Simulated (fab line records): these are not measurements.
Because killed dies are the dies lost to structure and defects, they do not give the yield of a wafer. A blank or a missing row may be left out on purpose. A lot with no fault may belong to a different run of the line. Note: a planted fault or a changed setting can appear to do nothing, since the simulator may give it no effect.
Matching of chambers    flow nand harc    NHARC_A_STAIRCASE_ETCH_169 on rie diel-12: 4 sister chambers
The step etches the open film in CH3F/O2, target depth 50 nm, time 107.1 s. 18 wafers are shown with their chamber, then 9 later ones without.

== WAFERS PAIRED WITH THEIR CHAMBERS ==
wafer   chamber  showerhead plenum p Torr (Torr)  rf vpp V (V)  rf fwd power W (W)
L076.1  3        2.57                             245.5         497.6
L076.2  1        2.63                             247.1         496.1
L076.6  1        2.63                             245.5         495.7
L081.2  0        2.65                             247.2         497.5
L081.3  3        2.56                             244.3         495.1
L081.5  2        2.49                             244.1         492.4
L080.1  2        2.49                             244.7         496.1
L080.2  3        2.56                             245.0         499.0
L080.6  3        2.56                             247.5         495.7
L087.2  1        2.62                             246.7         497.3
L087.3  3        2.56                             247.0         497.8
L087.5  2        2.48                             245.0         492.8
L090.1  3        2.55                             246.6         496.7
L090.5  2        2.48                             243.8         496.3
L090.6  3        2.56                             245.6         494.4
L089.1  2        2.48                             243.3         495.7
L089.2  3        2.56                             246.8         497.2
L089.3  0        2.64                             246.6         494.2

SIGNATURES (averages over the wafers above)
reading                   chamber 0  chamber 1  chamber 2  chamber 3  scatter within a chamber
showerhead plenum p Torr  2.6450     2.6267     2.4840     2.5600     0.00558
rf vpp V                  246.900    246.433    244.180    246.037    0.925
rf fwd power W            495.850    496.367    494.660    496.688    1.64
Rule: a wafer lies at a distance from a chamber equal to the root of the sum of squares, over the readings, of (its reading less the chamber's mean, divided by the reading's scatter). The wafer belongs to the nearest chamber; if the next one is less than 2 further off, it can't be placed. The scatter is the square root of a quotient: the sum, over the shown wafers, of each reading's squared deviation from its chamber's mean, divided by wafers minus chambers.

== WAFERS MISSING THEIR CHAMBER ==
wafer   showerhead plenum p Torr (Torr)  rf vpp V (V)  rf fwd power W (W)
L086.3  2.64                             248.4         495.6
L086.5  2.62                             245.8         495.5
L086.6  2.48                             245.2         492.5
L093.3  2.64                             247.1         498.2
L093.5  2.62                             246.7         498.1
L093.6  2.64                             246.7         498.2
L096.2  2.61                             246.2         493.8
L096.3  2.48                             245.5         493.5
L096.6  2.63                             247.3         497.2

== WHICH CHAMBER EACH WENT THROUGH ==
wafer   from the rows above      in truth
L086.3  can't be placed: 0 or 1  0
L086.5  1                        1
L086.6  2                        2
L093.3  can't be placed: 0 or 1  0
L093.5  1                        1
L093.6  can't be placed: 0 or 1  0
L096.2  1                        1
L096.3  2                        2
L096.6  can't be placed: 1 or 0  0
Correctly placed: 5 of 9. From these rows, 4 cannot be placed; in 4 the true chamber is one of the candidates. Number placed wrongly: 0.
